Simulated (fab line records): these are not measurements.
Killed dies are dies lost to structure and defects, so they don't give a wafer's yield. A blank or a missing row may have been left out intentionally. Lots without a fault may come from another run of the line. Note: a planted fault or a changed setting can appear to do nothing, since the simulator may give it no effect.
Matching of chambers :: flow nand_harc :: cmp-02 running NHARC_A_DECK1_JOINT_CMP_13: 4 sister chambers
The step polishes, target thk 51.023 nm. 8 wafers are shown with their chamber, then 7 later ones without.

## WAFERS PAIRED WITH THEIR CHAMBERS
wafer: L763.4
chamber: 2
motor_current_A (A): 9.7
edge_zone_pressure_frac: 0.999

wafer: L770.1
chamber: 2
motor_current_A (A): 10.6
edge_zone_pressure_frac: 1.003

wafer: L770.4
chamber: 1
motor_current_A (A): 13.5
edge_zone_pressure_frac: 1.009

wafer: L778.2
chamber: 1
motor_current_A (A): 12.7
edge_zone_pressure_frac: 1.007

wafer: L778.3
chamber: 3
motor_current_A (A): 12.1
edge_zone_pressure_frac: 0.991

wafer: L778.6
chamber: 0
motor_current_A (A): 12.0
edge_zone_pressure_frac: 0.998

wafer: L781.3
chamber: 0
motor_current_A (A): 11.4
edge_zone_pressure_frac: 0.991

wafer: L781.4
chamber: 3
motor_current_A (A): 12.0
edge_zone_pressure_frac: 0.994

## WAFERS WITHOUT THEIR CHAMBER
wafer: L781.6
motor_current_A (A): 11.6
edge_zone_pressure_frac: 0.994

wafer: L783.1
motor_current_A (A): 12.3
edge_zone_pressure_frac: 1.003

wafer: L783.3
motor_current_A (A): 10.4
edge_zone_pressure_frac: 1.008

wafer: L783.4
motor_current_A (A): 11.4
edge_zone_pressure_frac: 0.994

wafer: L785.1
motor_current_A (A): 13.0
edge_zone_pressure_frac: 0.997

wafer: L785.3
motor_current_A (A): 12.7
edge_zone_pressure_frac: 0.996

wafer: L785.6
motor_current_A (A): 12.5
edge_zone_pressure_frac: 0.998

## THE CHAMBER EACH PASSED THROUGH
wafer: L781.6
from the rows above: can't be placed: 0 or 3
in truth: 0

wafer: L783.1
from the rows above: can't be placed: 1 or 0 or 3
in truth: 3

wafer: L783.3
from the rows above: 2
in truth: 2

wafer: L783.4
from the rows above: can't be placed: 0 or 3
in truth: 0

wafer: L785.1
from the rows above: can't be placed: 3 or 0 or 1
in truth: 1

wafer: L785.3
from the rows above: can't be placed: 3 or 0
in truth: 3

wafer: L785.6
from the rows above: can't be placed: 3 or 0 or 1
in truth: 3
Placed correctly: 1 of 7. Can't be placed from these rows: 6 (the true chamber is among the candidates in 6). Placed wrongly: 0.
How it was worked out, from the rows above alone: a wafer's distance from a chamber is the root of the sum, over the readings, of the square of ((its reading less the chamber's mean) divided by the reading's scatter). The wafer belongs to the nearest chamber; if the next one is less than 2 further off, it can't be placed. Each chamber's mean is taken over the wafers shown for it. How the scatter is found: for the shown wafers, subtract from each reading the mean of its chamber, square and add these, divide the total by (wafers less chambers), then take the root.
